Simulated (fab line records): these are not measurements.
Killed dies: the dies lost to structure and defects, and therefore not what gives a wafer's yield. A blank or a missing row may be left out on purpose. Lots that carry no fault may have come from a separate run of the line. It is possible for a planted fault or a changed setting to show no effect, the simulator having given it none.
fab line records | flow n5-finfet | part 1 of 2: steps 1 to 23 of 29
[record] lots = 5 wafers = 15 last-day = 17
route steps=1938 shown DUMMY_GATE@252 SPACER0@258 SD_EPI_N@262
lots that met no fault: from a run of the same line without faults
start-h: hours from the record's first day to the start of the lot's first wafer shown | wait-h: time in hours since the lot's previous step | " repeats the value in the row above | L1.1+2: a row that stands for several wafers | - no value, or no start given | * or withheld: withheld | < > ~ a bound
route shown NAME@n: a module of which the file shows steps, and the number in the route of the first | usual: mean/standard deviation of fault-free wafers | same: alike in all rows | chamber/n: place in a boat | sites: per-site readings | _std_site: how widely they spread, as a standard deviation | _edge_site: inner sites' mean taken away from outer sites' mean | radius-mm: for every site, how far away it sits from the centre of the wafer | mask NAME#n: copy n | behind: the most recent tool/chamber to have shaped the wafer | hold: why the lot went on hold/how many hours it stayed there/how the hold came to an end | device: transistor that didn't switch, given as n, p or np | end of line: the tests these same wafers got at the end of their route | where a step has no rows: the recipe by itself | killed: count of dies lost to structure and defects at first sort (not the wafer's yield) | map: per-die view of a wafer (x killed, . not killed, _ where there is no die)
set.NAME: the setting as run; set.NAME@STEP: as run at that earlier step | model.NAME: the simulator's own value behind a step, which no gauge read
lots at some steps of the route; a table a step, a row a wafer
services: the hour from which a tool's chamber was out of use, counted from the record's first day as start-h (under 0 if before that day), plus the number of hours and why
[[steps]]
[step N5_DUMMY_GATE_PRECLEAN_33]
[recipe] chemistry = dHF time-s = 10 dilution = 750:1 temp-c = 25
[usual] temp-c = 24.99/0.11
[same] time-s = 10
// columns lot.wafer tool chamber start-h wait-h temp-c
L085.1 wet-bench-05 6 116.67 0.1 24.90
L085.2 " 3 " " 25.00
L085.6 " 4 " " 24.82
L086.3 wet-bench-05 2 122.23 0.1 25.23
L086.5 " 6 " " 24.99
L086.6 " 0 " " 25.13
L087.1 wet-bench-04 7 127.89 0.1 24.97
L087.3 " 5 " " 25.03
L087.6 " 6 " " 24.79
L096.1 wet-bench-04 6 178.76 0.1 25.07
L096.2 " 5 " " 24.85
L096.4 " 7 " " 25.19
L097.3 wet-bench-04 2 186.49 0.1 24.90
L097.4 " 7 " " 25.21
L097.6 " 3 " " 24.96
[step N5_DUMMY_GATE_PRECLEAN_25]
[recipe] chemistry = O3/DIW time-s = 45 temp-c = 22 o3-ppm = 10
[usual] temp-c = 21.98/0.11
[same] time-s = 45
// columns lot.wafer tool chamber start-h wait-h temp-c
L085.1 wet-bench-05 6 116.68 0.0 22.17
L085.2 " 3 " " 22.08
L085.6 " 4 " " 21.98
L086.3 wet-bench-05 2 122.23 0.0 21.96
L086.5 " 6 " " 21.75
L086.6 " 0 " " 22.02
L087.1 wet-bench-04 7 127.90 0.0 21.95
L087.3 " 5 " " 22.03
L087.6 " 6 " " 21.61
L096.1 wet-bench-04 6 178.77 0.0 21.97
L096.2 " 5 " " 21.77
L096.4 " 7 " " 21.84
L097.3 wet-bench-04 2 186.50 0.0 22.07
L097.4 " 7 " " 22.08
L097.6 " 3 " " 21.91
[step N5_DUMMY_GATE_PRECLEAN_51]
[recipe] chemistry = SC2 time-s = 45 temp-c = 35 mix = 1:1:50
[usual] temp-c = 34.99/0.12
[same] time-s = 45
// columns lot.wafer tool chamber start-h wait-h temp-c
L085.1 wet-bench-05 6 116.69 0.0 35.07
L085.2 " 3 " " 34.85
L085.6 " 4 " " 35.10
L086.3 wet-bench-05 2 122.25 0.0 35.26
L086.5 " 6 " " 35.15
L086.6 " 0 " " 34.73
L087.1 wet-bench-04 7 127.91 0.0 35.06
L087.3 " 5 " " 35.24
L087.6 " 6 " " 34.72
L096.1 wet-bench-04 6 178.80 0.0 34.85
L096.2 " 5 " " 35.02
L096.4 " 7 " " 34.96
L097.3 wet-bench-04 2 186.53 0.0 34.82
L097.4 " 7 " " 35.16
L097.6 " 3 " " 34.94
[step N5_DUMMY_GATE_SRD_26]
[recipe] dry = ipa-marangoni time-s = 30 temp-c = 23 rinse-liquid = diw
[usual] temp-c = 22.99/0.1
[same] time-s = 30
// columns lot.wafer tool chamber start-h wait-h temp-c
L085.1 wet-bench-05 6 116.70 0.0 22.96
L085.2 " 3 " " 22.86
L085.6 " 4 " " 22.89
L086.3 wet-bench-05 2 122.26 0.0 23.01
L086.5 " 6 " " 23.19
L086.6 " 0 " " 23.16
L087.1 wet-bench-04 7 127.92 0.0 23.10
L087.3 " 5 " " 22.99
L087.6 " 6 " " 22.92
L096.1 wet-bench-04 6 178.82 0.0 23.10
L096.2 " 5 " " 22.88
L096.4 " 7 " " 23.00
L097.3 wet-bench-04 2 186.55 0.0 23.03
L097.4 " 7 " " 23.11
L097.6 " 3 " " 23.03
[step N5_DUMMY_GATE_UV_OZONE_45]
[recipe] time-s = 120 pressure-torr = 760 temp-c = 25
[usual] temp-c = 25.00/0.11
[same] time-s = 120
// columns lot.wafer tool chamber start-h wait-h temp-c
L085.1 wet-bench-05 6 116.72 0.0 24.97
L085.2 " 3 " " 24.75
L085.6 " 4 " " 25.04
L086.3 wet-bench-05 2 122.28 0.0 24.98
L086.5 " 6 " " 24.91
L086.6 " 0 " " 24.88
L087.1 wet-bench-04 7 127.94 0.0 25.10
L087.3 " 5 " " 24.98
L087.6 " 6 " " 25.16
L096.1 wet-bench-04 6 178.86 0.0 24.99
L096.2 " 5 " " 24.79
L096.4 " 7 " " 24.97
L097.3 wet-bench-04 2 186.58 0.0 24.79
L097.4 " 7 " " 24.84
L097.6 " 3 " " 25.08
[step N5_DUMMY_GATE_INSPECT_27]
[recipe] inspect-instrument = brightfield mode = aei
[usual] raw-defect-count = 317/78
// columns lot.wafer tool chamber start-h wait-h raw-defect-count
L085.1 defect-inspect-02 - 116.78 0.0 256
L085.2 " - " " 183
L085.6 " - " " 183
L086.3 defect-inspect-01 - 122.34 0.0 256
L086.5 " - " " 232
L086.6 " - " " 228
L087.1 defect-inspect-01 - 128.00 0.0 218
L087.3 " - " " 189
L087.6 " - " " 330
L096.1 defect-inspect-01 - 178.95 0.0 452
L096.2 " - " " 472
L096.4 " - " " 394
L097.3 defect-inspect-02 - 186.68 0.0 226
L097.4 " - " " 163
L097.6 " - " " 355
[step N5_SPACER0_ALD_07]
[recipe] material = SiNx target-thk-a = 20 temp-c = 400 ald-precursor-family = SiH2I2 ald-co-reactant = N2/H2-plasma pressure-torr = 2
[usual] heater-power-w = 884/83
// columns lot.wafer tool chamber start-h wait-h heater-power-w
L085.1 ald-sin-02 1 116.84 0.1 864
L085.2 " 3 " " 842
L085.6 " 0 " " 1032
L086.3 ald-sin-04 2 122.38 0.0 769
L086.5 " 2 " " 774
L086.6 " 3 " " 856
L087.1 ald-sin-02 3 128.03 0.0 845
L087.3 " 0 " " 1006
L087.6 " 0 " " 1035
L096.1 ald-sin-03 1 178.98 0.0 748
L096.2 " 0 " " 950
L096.4 " 2 " " 950
L097.3 ald-sin-03 1 188.86 2.2 760
L097.4 " 3 " " 915
L097.6 " 2 " " 974
[step N5_SPACER0_ALD_00]
[recipe] material = SiOCN target-thk-a = 35 temp-c = 400 ald-precursor-family = alkyl-aminosilane ald-co-reactant = O2/N2-plasma pulse-time-s = 3 purge-time-s = 2 co-reactant-purge-time-s = 2 ald-cycles = 58 pressure-torr = 2
[usual] heater-power-w = 883/85 precursor-pulse-height-rel = 1.002/0.02
[same] pulse-time-s = 3
// columns lot.wafer tool chamber start-h wait-h heater-power-w precursor-pulse-height-rel
L085.1 ald-sin-02 1 117.00 0.1 847 1.023
L085.2 " 3 " " 816 0.973
L085.6 " 0 " " 1040 0.978
L086.3 ald-sin-04 2 122.53 0.1 776 0.983
L086.5 " 2 " " 758 0.993
L086.6 " 3 " " 824 0.985
L087.1 ald-sin-02 3 128.19 0.1 814 1.020
L087.3 " 0 " " 1032 0.993
L087.6 " 0 " " 1032 1.019
L096.1 ald-sin-03 1 179.14 0.1 755 0.999
L096.2 " 0 " " 951 0.998
L096.4 " 2 " " 917 0.984
L097.3 ald-sin-03 1 189.01 0.1 770 0.971
L097.4 " 3 " " 954 0.981
L097.6 " 2 " " 950 1.002
[step N5_SPACER0_ALD_08]
[recipe] material = SiNx target-thk-a = 20 temp-c = 400 ald-precursor-family = SiH2I2 ald-co-reactant = N2/H2-plasma pressure-torr = 2
[usual] heater-power-w = 884/83
// columns lot.wafer tool chamber start-h wait-h heater-power-w
L085.1 ald-sin-02 1 117.25 0.1 884
L085.2 " 3 " " 823
L085.6 " 0 " " 1002
L086.3 ald-sin-04 2 122.79 0.1 781
L086.5 " 2 " " 777
L086.6 " 3 " " 844
L087.1 ald-sin-02 3 128.44 0.1 827
L087.3 " 0 " " 1049
L087.6 " 0 " " 1067
L096.1 ald-sin-03 1 179.39 0.1 765
L096.2 " 0 " " 924
L096.4 " 2 " " 993
L097.3 ald-sin-03 1 189.27 0.1 740
L097.4 " 3 " " 911
L097.6 " 2 " " 946
[step N5_SPACER0_INSPECT_04]
[recipe] inspect-instrument = darkfield mode = post-dep
[usual] raw-defect-count = 142/31
// columns lot.wafer tool chamber start-h wait-h raw-defect-count
L085.1 defect-inspect-01 - 117.41 0.1 125
L085.2 " - " " 102
L085.6 " - " " 80
L086.3 defect-inspect-01 - 122.94 0.1 108
L086.5 " - " " 119
L086.6 " - " " 109
L087.1 defect-inspect-02 - 128.60 0.1 116
L087.3 " - " " 89
L087.6 " - " " 164
L096.1 defect-inspect-01 - 179.55 0.1 192
L096.2 " - " " 192
L096.4 " - " " 155
L097.3 defect-inspect-02 - 189.43 0.1 121
L097.4 " - " " 87
L097.6 " - " " 153
[step N5_SD_EPI_N_COAT_32]
[recipe] resist = SOC temp-c = 250 time-s = 60 spin-rpm = 1500 resist-thk-nm = 350
[usual] plate-temp-C = 249.97/0.18
[same] time-s = 60
// columns lot.wafer tool chamber start-h wait-h plate-temp-C
L085.1 litho-track-01 0 117.44 0.0 250.01
L085.2 " 0 " " 249.76
L085.6 " 0 " " 249.84
L086.3 litho-track-01 0 122.98 0.0 250.15
L086.5 " 0 " " 250.41
L086.6 " 0 " " 250.37
L087.1 litho-track-05 0 128.63 0.0 249.86
L087.3 " 0 " " 250.14
L087.6 " 0 " " 250.01
L096.1 litho-track-04 0 179.58 0.0 250.00
L096.2 " 0 " " 249.79
L096.4 " 0 " " 249.73
L097.3 litho-track-05 0 189.46 0.0 250.04
L097.4 " 0 " " 250.12
L097.6 " 0 " " 250.11
[step N5_SD_EPI_N_COAT_33]
[recipe] resist = SiARC temp-c = 220 time-s = 60 spin-rpm = 1500 resist-thk-nm = 35
[usual] plate-temp-C = 219.97/0.14
[same] time-s = 60
// columns lot.wafer tool chamber start-h wait-h plate-temp-C
L085.1 litho-track-01 0 - - 219.96
L085.2 " 0 " " 219.91
L085.6 " 0 " " 219.87
L086.3 litho-track-01 0 - - 220.00
L086.5 " 0 " " 220.03
L086.6 " 0 " " 220.08
L087.1 litho-track-05 0 - - 220.13
L087.3 " 0 " " 219.98
L087.6 " 0 " " 219.79
L096.1 litho-track-04 0 - - 220.11
L096.2 " 0 " " 219.97
L096.4 " 0 " " 219.70
L097.3 litho-track-05 0 - - 220.09
L097.4 " 0 " " 220.12
L097.6 " 0 " " 220.11
[step N5_SD_EPI_N_COAT_03]
[recipe] resist = CAR-ArF-block spin-rpm = 1500 resist-thk-nm = 150
// columns lot.wafer tool chamber start-h wait-h
L085.1+2+6 litho-track-01 0 - -
L086.3+5+6 litho-track-01 0 - -
L087.1+3+6 litho-track-05 0 - -
L096.1+2+4 litho-track-04 0 - -
L097.3+4+6 litho-track-05 0 - -
[step N5_SD_EPI_N_EBR_05]
[recipe] solvent = PGMEA ebr-width-mm = 1.5
// columns lot.wafer tool chamber start-h wait-h
L085.1+2+6 litho-track-01 0 - -
L086.3+5+6 litho-track-01 0 - -
L087.1+3+6 litho-track-05 0 - -
L096.1+2+4 litho-track-04 0 - -
L097.3+4+6 litho-track-05 0 - -
[step N5_SD_EPI_N_SOFTBAKE_04]
[recipe] temp-c = 110 time-s = 60 resist = CAR-ArF-block
[usual] plate-temp-C = 110.00/0.12
[same] time-s = 60
// columns lot.wafer tool chamber start-h wait-h plate-temp-C
L085.1 litho-track-01 0 - - 110.01
L085.2 " 0 " " 110.09
L085.6 " 0 " " 109.94
L086.3 litho-track-01 0 - - 109.77
L086.5 " 0 " " 109.85
L086.6 " 0 " " 110.03
L087.1 litho-track-05 0 - - 110.04
L087.3 " 0 " " 110.00
L087.6 " 0 " " 109.84
L096.1 litho-track-04 0 - - 109.84
L096.2 " 0 " " 109.98
L096.4 " 0 " " 109.86
L097.3 litho-track-05 0 - - 109.88
L097.4 " 0 " " 109.78
L097.6 " 0 " " 109.93
[step N5_SD_EPI_N_EXPOSE_06]
[recipe] mask-id = SD_N_BLK na = 1.35 source-shape = conventional sigma-outer = 0.8 polarization = unpolarized target-cd-nm = 120 dose-mj = 39.75
// columns lot.wafer tool chamber start-h wait-h mask
L085.1+2+6 arfi-scanner-01 0 117.56 - SD_N_BLK#0
L086.3+5+6 arfi-scanner-01 0 123.10 - SD_N_BLK#0
L087.1+3+6 arfi-scanner-01 0 128.75 - SD_N_BLK#0
L096.1+2+4 arfi-scanner-03 0 179.83 - SD_N_BLK#0
L097.3+4+6 arfi-scanner-01 0 189.72 - SD_N_BLK#0
[step N5_SD_EPI_N_PEB_07]
[recipe] peb-temp-c = 110 peb-time-s = 60 resist = CAR-ArF-block
[usual] plate-temp-C = 110.00/0.15
[same] peb-time-s = 60
// columns lot.wafer tool chamber start-h wait-h plate-temp-C
L085.1 litho-track-01 0 117.62 0.1 109.74
L085.2 " 0 " " 109.97
L085.6 " 0 " " 110.02
L086.3 litho-track-01 0 123.15 0.0 109.87
L086.5 " 0 " " 109.98
L086.6 " 0 " " 109.88
L087.1 litho-track-04 0 128.81 0.1 109.81
L087.3 " 0 " " 109.86
L087.6 " 0 " " 109.97
L096.1 litho-track-01 0 179.88 0.1 110.20
L096.2 " 0 " " 109.89
L096.4 " 0 " " 110.01
L097.3 litho-track-05 0 189.76 0.0 109.97
L097.4 " 0 " " 109.99
L097.6 " 0 " " 109.91
[step N5_SD_EPI_N_DEVELOP_08]
[recipe] develop-time-s = 30 developer = TMAH resist = CAR-ArF-block dev-temp-c = 23 rinse-liquid = diw dry = air-spin
// columns lot.wafer tool chamber start-h wait-h
L085.1+2+6 litho-track-01 0 - -
L086.3+5+6 litho-track-01 0 - -
L087.1+3+6 litho-track-04 0 - -
L096.1+2+4 litho-track-01 0 - -
L097.3+4+6 litho-track-05 0 - -
[step N5_SD_EPI_N_CD_MEAS_09]
[recipe] target-cd-nm = 120 landing-energy-ev = 500 detector = se-inlens
[usual] cd-nm = 119.4/0.73
// columns lot.wafer tool chamber start-h wait-h cd-nm
L085.1 cd-sem-03 0 117.68 - 118.0
L085.2 " 0 " " 119.1
L085.6 " 0 " " 119.2
L086.3 cd-sem-03 0 123.22 - 119.1
L086.5 " 0 " " 118.6
L086.6 " 0 " " 118.0
L087.1 cd-sem-01 0 128.87 - 120.0
L087.3 " 0 " " 118.7
L087.6 " 0 " " 119.8
L096.1 cd-sem-03 0 179.95 - 117.9
L096.2 " 0 " " 118.5
L096.4 " 0 " " 118.5
L097.3 cd-sem-02 0 189.83 - 118.8
L097.4 " 0 " " 119.3
L097.6 " 0 " " 118.9
[step N5_SD_EPI_N_OVL_MEAS_10]
[recipe] points-per-wafer = 44
[usual] SD_N_BLK_OVL = 0.2/0.62
[same] points-per-wafer = 44
// columns lot.wafer tool chamber start-h wait-h SD_N_BLK_OVL[nm]
L085.1 overlay-01 0 117.72 0.0 1.1
L085.2 " 0 " " 0.6
L085.6 " 0 " " 0.8
L086.3 overlay-01 0 123.25 0.0 0.0
L086.5 " 0 " " 0.1
L086.6 " 0 " " 0.7
L087.1 overlay-02 0 128.90 0.0 -0.6
L087.3 " 0 " " -0.8
L087.6 " 0 " " -0.6
L096.1 overlay-02 0 179.98 0.0 0.7
L096.2 " 0 " " 0.6
L096.4 " 0 " " 0.7
L097.3 overlay-02 0 189.86 0.0 -0.1
L097.4 " 0 " " 0.1
L097.6 " 0 " " -0.2
[step N5_SD_EPI_N_INSPECT_11]
[recipe] mode = adi inspect-instrument = macro
[usual] raw-defect-count = 2.3/1.6
// columns lot.wafer tool chamber start-h wait-h raw-defect-count
L085.1 defect-inspect-02 - 117.74 0.0 2
L085.2 " - " " 2
L085.6 " - " " 3
L086.3 defect-inspect-02 - 123.27 0.0 2
L086.5 " - " " 3
L086.6 " - " " 3
L087.1 defect-inspect-02 - 128.93 0.0 1
L087.3 " - " " 0
L087.6 " - " " 2
L096.1 defect-inspect-02 - 180.00 0.0 0
L096.2 " - " " 2
L096.4 " - " " 2
L097.3 defect-inspect-01 - 189.88 0.0 3
L097.4 " - " " 7
L097.6 " - " " 1
[step N5_SD_EPI_N_DESCUM_14]
[recipe] chemistry = O2 time-s = 7.9 source-power-w = 50 bias-power-w = 20 pressure-mtorr = 20 rf-frequency-hz = 2.712e+07 temp-c = 40 resist = CAR-ArF-block o2-flow-sccm = 225
[usual] drypump-motor-current-A = 5.5/0.5 oes-product-au = 0.80/0.087 rf-fwd-power-W = 49.45/0.21 rf-vpp-V = 242.9/1.5 showerhead-plenum-p-Torr = 2.08/0.084 temp-c = 40.00/0.12 throttle-valve-pct = 20.43/0.21
[same] time-s = 7.9
// columns lot.wafer tool chamber start-h wait-h drypump-motor-current-A oes-product-au rf-fwd-power-W rf-hours-counter-h rf-vpp-V showerhead-plenum-p-Torr temp-c throttle-valve-pct
L085.1 rie-diel-04 2 117.77 0.0 6.3 0.90 49.59 37 243.2 2.06 39.84 20.67
L085.2 " 1 " " 5.9 0.78 49.69 159 242.3 2.00 40.18 20.20
L085.6 " 2 " " 6.3 0.89 49.45 - 243.0 2.06 40.02 20.67
L086.3 rie-diel-06 2 123.33 0.1 5.3 0.76 49.32 161 242.9 2.09 39.94 20.55
L086.5 " 0 " " 4.8 0.78 49.68 - 241.2 2.01 40.09 20.32
L086.6 " 3 " " 4.8 0.68 49.43 - 241.3 1.98 40.04 20.71
L087.1 rie-diel-05 2 128.96 0.0 5.4 0.91 49.02 31 243.1 2.22 40.05 20.15
L087.3 " 1 " " 5.1 0.92 49.31 19 243.8 2.03 40.11 20.12
L087.6 " 0 " " 5.8 0.79 49.60 - 245.0 2.20 40.08 20.64
L096.1 rie-diel-04 1 180.04 0.0 5.8 0.76 49.67 179 240.7 1.99 39.88 20.25
L096.2 " 2 " " 6.3 0.86 49.69 57 242.8 2.05 39.83 20.70
L096.4 " 3 " " 5.1 0.76 49.43 126 244.9 2.09 40.01 20.55
L097.3 rie-diel-04 3 189.92 0.0 5.1 0.76 49.68 129 241.7 2.09 40.11 20.55
L097.4 " 0 " " 5.7 0.69 49.54 218 243.4 2.14 39.94 20.35
L097.6 " 3 " " 5.0 0.76 49.45 - 243.0 2.09 40.02 20.54
[step N5_SD_EPI_N_ETCH_34]
[recipe] chemistry = CF4 target = SiARC target-depth-a = 455 mask-material = CAR-ArF-block time-s = 75.8 ion-energy-ev = 80 pressure-mtorr = 40 source-w = 545 bias-w = 36 Ar_flow_sccm = 100 cf4-flow-sccm = 100 ends = cleared
[usual] drypump-motor-current-A = 5.5/0.51 etch-rf-on-time-s = 75.9/2 oes-product-au = 0.68/0.07 rf-fwd-power-W = 539.7/2.3 rf-vpp-V = 183.9/1.2 showerhead-plenum-p-Torr = 2.13/0.081 throttle-valve-pct = 15.64/0.2
// columns lot.wafer tool chamber start-h wait-h drypump-motor-current-A etch-rf-on-time-s oes-product-au rf-fwd-power-W rf-hours-counter-h rf-vpp-V showerhead-plenum-p-Torr throttle-valve-pct
L085.1 rie-diel-04 2 117.81 0.0 6.3 72.8 0.77 537.8 37 183.7 2.10 15.73
L085.2 " 1 " " 5.9 75.4 0.66 541.4 159 182.8 2.04 15.44
L085.6 " 2 " " 6.3 73.0 0.77 539.8 - 183.3 2.10 15.72
L086.3 rie-diel-06 2 123.37 0.0 5.3 74.0 0.65 537.5 161 184.1 2.13 15.74
L086.5 " 0 " " 4.8 76.1 0.66 541.7 - 184.8 2.07 15.59
L086.6 " 3 " " 4.9 76.3 0.59 542.1 - 183.5 2.03 15.89
L087.1 rie-diel-05 2 129.00 0.0 5.4 79.2 0.75 538.4 31 185.3 2.25 15.27
L087.3 " 1 " " 5.1 76.8 0.78 542.1 19 183.2 2.11 15.44
L087.6 " 0 " " 5.9 73.6 0.67 542.9 - 187.0 2.26 15.91
L096.1 rie-diel-04 1 180.07 0.0 5.9 76.6 0.63 541.7 179 182.8 2.04 15.46
L096.2 " 2 " " 6.3 73.9 0.74 535.6 57 183.8 2.09 15.74
L096.4 " 3 " " 5.1 74.7 0.66 542.9 126 184.0 2.15 15.74
L097.3 rie-diel-04 3 189.95 0.0 5.0 74.6 0.66 538.6 129 184.1 2.15 15.76
L097.4 " 0 " " 5.7 78.5 0.58 542.4 218 184.8 2.20 15.66
L097.6 " 3 " " 5.0 74.4 0.66 539.8 - 184.7 2.15 15.76
